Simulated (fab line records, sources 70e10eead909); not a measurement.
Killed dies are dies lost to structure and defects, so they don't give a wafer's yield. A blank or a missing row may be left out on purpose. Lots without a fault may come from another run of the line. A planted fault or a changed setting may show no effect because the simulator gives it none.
Which tool did it? | flow nand_harc | 12 lots, 36 wafers sampled, at 5 steps of a route of 1302

WHAT THE GAUGES READ, wafer by wafer
NHARC_A_M1_THK_MEAS_24: measures by xrf.
lot  | measured     | on            | thk_nm (nm)
L076 | day 23 14:37 | film_metro-01 | 155.6 153.1 158.3
L077 | day 24 06:11 | film_metro-01 | 154.2 157.2 156.0
L079 | day 25 17:16 | film_metro-01 | 154.5 154.6 155.5
L081 | day 26 09:32 | film_metro-01 | 155.1 155.3 153.8
L083 | day 27 05:56 | film_metro-01 | 155.5 155.4 156.0
L085 | day 27 13:43 | film_metro-01 | 156.4 155.4 154.0
L087 | day 28 12:16 | film_metro-01 | 151.7 153.6 154.6
L089 | day 29 03:25 | film_metro-02 | 154.7 154.7 155.8
L091 | day 30 23:55 | film_metro-01 | 154.5 155.3 151.3
L093 | day 31 04:59 | film_metro-01 | 152.5 153.7 153.8
L095 | day 32 01:40 | film_metro-02 | 155.5 154.3 155.7
L096 | day 32 17:05 | film_metro-02 | 157.9 154.8 156.7

WHICH TOOL RAN EACH LOT (tool, then ch and the chambers of the sampled wafers, then the start)
lot  | NHARC_A_M0_DEGAS_28          | NHARC_A_M1_DESCUM_14               | NHARC_A_M1_DEGAS_29          | NHARC_A_M1_PVD_20
L076 | pvd_sputter-02, day 23 09:13 | rie_diel-12 ch 2,3, day 23 12:12   | pvd_sputter-02, day 23 13:13 | pvd_sputter-02, day 23 14:37 or earlier
L077 | pvd_sputter-02, day 24 00:28 | rie_diel-02 ch 0,2,3, day 24 03:27 | pvd_sputter-03, day 24 04:48 | pvd_sputter-03, day 24 06:11 or earlier
L079 | pvd_sputter-03, day 25 11:30 | rie_diel-13 ch 0,2,3, day 25 14:52 | pvd_sputter-03, day 25 15:53 | pvd_sputter-03, day 25 17:16 or earlier
L081 | pvd_sputter-03, day 26 03:49 | rie_diel-13 ch 1,2,3, day 26 06:56 | pvd_sputter-03, day 26 08:09 | pvd_sputter-03, day 26 09:32 or earlier
L083 | pvd_sputter-01, day 27 00:31 | rie_diel-13 ch 0,1, day 27 03:31   | pvd_sputter-01, day 27 04:32 | pvd_sputter-01, day 27 05:56 or earlier
L085 | pvd_sputter-01, day 27 07:44 | rie_diel-13 ch 0,1, day 27 11:19   | pvd_sputter-03, day 27 12:20 | pvd_sputter-03, day 27 13:43 or earlier
L087 | pvd_sputter-02, day 28 06:49 | rie_diel-12 ch 0,1,2, day 28 09:50 | pvd_sputter-01, day 28 10:52 | pvd_sputter-01, day 28 12:16 or earlier
L089 | pvd_sputter-03, day 28 21:44 | rie_diel-13 ch 0,1,2, day 29 01:00 | pvd_sputter-03, day 29 02:01 | pvd_sputter-03, day 29 03:25 or earlier
L091 | pvd_sputter-03, day 30 18:21 | rie_diel-13 ch 0,1,3, day 30 21:30 | pvd_sputter-02, day 30 22:30 | pvd_sputter-02, day 30 23:55 or earlier
L093 | pvd_sputter-02, day 30 23:26 | rie_diel-12 ch 1,3, day 31 02:34   | pvd_sputter-01, day 31 03:36 | pvd_sputter-01, day 31 04:59 or earlier
L095 | pvd_sputter-03, day 31 19:28 | rie_diel-13 ch 1,3, day 31 23:11   | pvd_sputter-03, day 32 00:16 | pvd_sputter-03, day 32 01:40 or earlier
L096 | pvd_sputter-03, day 32 11:32 | rie_diel-02 ch 0,2,3, day 32 14:40 | pvd_sputter-02, day 32 15:41 | pvd_sputter-02, day 32 17:05 or earlier
- NHARC_A_M0_DEGAS_28: time 60 s.
- NHARC_A_M1_DESCUM_14: chemistry O2, time 3 s.
- NHARC_A_M1_DEGAS_29: time 60 s.
- NHARC_A_M1_PVD_20: deposits TaN, target thk 5 nm, time 8.06 s.

THE ANSWER, worked out from the rows above alone
Rule: what is usual is taken from the lots themselves. Put in order of their means at a reading, lots are off if they are a third of the lots or fewer, leave a main group of 4 or more, and stand apart from it by a gap of 3 or more times the standard deviation of the main group's means; of several such gaps the widest counts. A main group whose means are all the same, to the digits that the tables above print for the reading, isn't used. A lot without any number at a reading at which 4 lots or more have one is off too. The other lots that the step has rows for count as sound.
No lot is off at any reading shown: from this, nothing can be told.

WHAT THE SIMULATOR HAD PUT IN
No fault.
